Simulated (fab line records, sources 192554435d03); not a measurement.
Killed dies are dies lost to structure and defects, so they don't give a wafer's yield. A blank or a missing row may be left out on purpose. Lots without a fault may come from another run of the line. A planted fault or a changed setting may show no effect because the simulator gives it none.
A struck lot beside a sound one | flow n5_finfet | 20 steps out of a route of 1938
Sound: wafers L424.1, L424.2, L424.4. Struck: wafers L435.1, L435.3. The cause comes at the end.
At each step with rows: each side's tool, then ch and its chambers, then its first start. Under that, the readings that differ: sound wafers | struck wafers | difference of the means | sigmas: that difference in standard deviations of wafers without a fault.
alike: readings whose means differ by less than 2 such deviations, and words and numbers that are the same on both sides. not compared: withheld readings, readings that some wafer has no value for, bounds like >300 that may hide the same value, and numbers for which the record gives no deviation and whose values overlap.
The two part at a step that has a row with sigmas, a row that says differs or no value, or rows on one side only. Numbers that don't overlap but have no deviation are shown without sigmas and don't part them. A reading that every wafer of one side lacks parts them only if that side has two wafers or more.

N5_BEOL_M12_CMP_49: polishes, stops on SiOC, t overpolish 20.6 s, target thk 320 nm.
  sound on cmp-04 ch 1,2,3, day 13 11:15; struck on cmp-01 ch 1,3, day 18 05:58
  alike: barrier_field_endpoint_s, edge_zone_pressure_frac, motor_current_A, overpolish_run_s
N5_BEOL_M12_THK_MEAS_50: measures by xrf.
  sound on film_metro-02, day 13 11:32; struck on film_metro-01, day 18 06:14
  reading      | sound       | struck  | difference | sigmas
  M12_THK (nm) | 324 320 324 | 314 312 | -10        | -2
then, 1 step without rows for these wafers: N5_BEOL_M12_PRE_CLEAN_52 (time 15 s).
N5_BEOL_M12_DEP_53: deposits SiCN from 3MS/NH3, target thk 30 nm, time 10.5 s.
  sound on pecvd-02 ch 1,2, day 13 11:37; struck on pecvd-04 ch 0,2, day 18 06:17
  alike: chamber_pressure_Torr, rf_fwd_power_W, showerhead_plenum_p_Torr, throttle_valve_pct
N5_BEOL_M12_RS_MEAS_54: measures by four-point-probe.
  sound on film_metro-02, day 13 11:40; struck on film_metro-02, day 18 06:21
  alike: M12_RS
N5_BEOL_M12_INSPECT_55: inspects for defects (darkfield).
  sound on defect_inspect-01, day 13 11:41; struck on defect_inspect-01, day 18 06:23
  alike: raw_defect_count
N5_BEOL_M13_ILD_DEP_00: deposits SiOC from DEMS/O2, target thk 837.92 nm, time 166.4 s.
  sound on pecvd-02 ch 0,2, day 13 11:44; struck on pecvd-02 ch 0,1, day 18 06:25
  alike: chamber_pressure_Torr, heater_power_w, rf_fwd_power_W, showerhead_plenum_p_Torr, throttle_valve_pct
N5_BEOL_M13_THK_MEAS_01:
  sound on film_metro-02, day 13 11:53; struck on film_metro-02, day 18 06:34
  alike: M13_ILD_THK
then, 4 steps without rows for these wafers: N5_BEOL_M13_COAT_58 (time 60 s, resist thk 89 nm); N5_BEOL_M13_COAT_04 (resist thk 400 nm); N5_BEOL_M13_EBR_06; N5_BEOL_M13_SOFTBAKE_05 (time 60 s).
N5_BEOL_M13_EXPOSE_07: exposes mask V12.
  sound on krf_scanner-02 ch 0, day 13 12:08; struck on krf_scanner-02 ch 0, day 18 06:42
  reading                          | sound | struck | difference | sigmas
  model.BEOL_M13.overlay_x_nm (nm) | 1 1 1 | 19 19  | +18        |
  alike: mask, stage_vel_mm_s
then, 3 steps without rows for these wafers: N5_BEOL_M13_PEB_08 (peb time 90 s); N5_BEOL_M13_DEVELOP_09 (develop time 45 s); N5_BEOL_M13_HARDBAKE_14 (time 120 s).
N5_BEOL_M13_CD_MEAS_10: target cd 190 nm.
  sound on cd_sem-01 ch 0, day 13 12:19; struck on cd_sem-01 ch 0, day 18 06:52
  alike: cd_nm
N5_BEOL_M13_OVL_MEAS_11:
  sound on overlay-02 ch 0, day 13 12:20; struck on overlay-02 ch 0, day 18 06:54
  reading      | sound  | struck | difference | sigmas
  V12_OVL (nm) | -6 2 3 | 8 15   | +12        | +2
N5_BEOL_M13_INSPECT_12: inspects for defects (macro).
  sound on defect_inspect-01, day 13 12:22; struck on defect_inspect-02, day 18 06:55
  alike: raw_defect_count
then, 1 step without rows for these wafers: N5_PASSIVATION_PROBE_49.

WHERE THEY PART
First at N5_BEOL_M12_THK_MEAS_50; last, within this record, at N5_BEOL_M13_OVL_MEAS_11. Later steps at which nothing parts them and some readings are alike: N5_BEOL_M13_INSPECT_12.

WHY: what the simulator had put in
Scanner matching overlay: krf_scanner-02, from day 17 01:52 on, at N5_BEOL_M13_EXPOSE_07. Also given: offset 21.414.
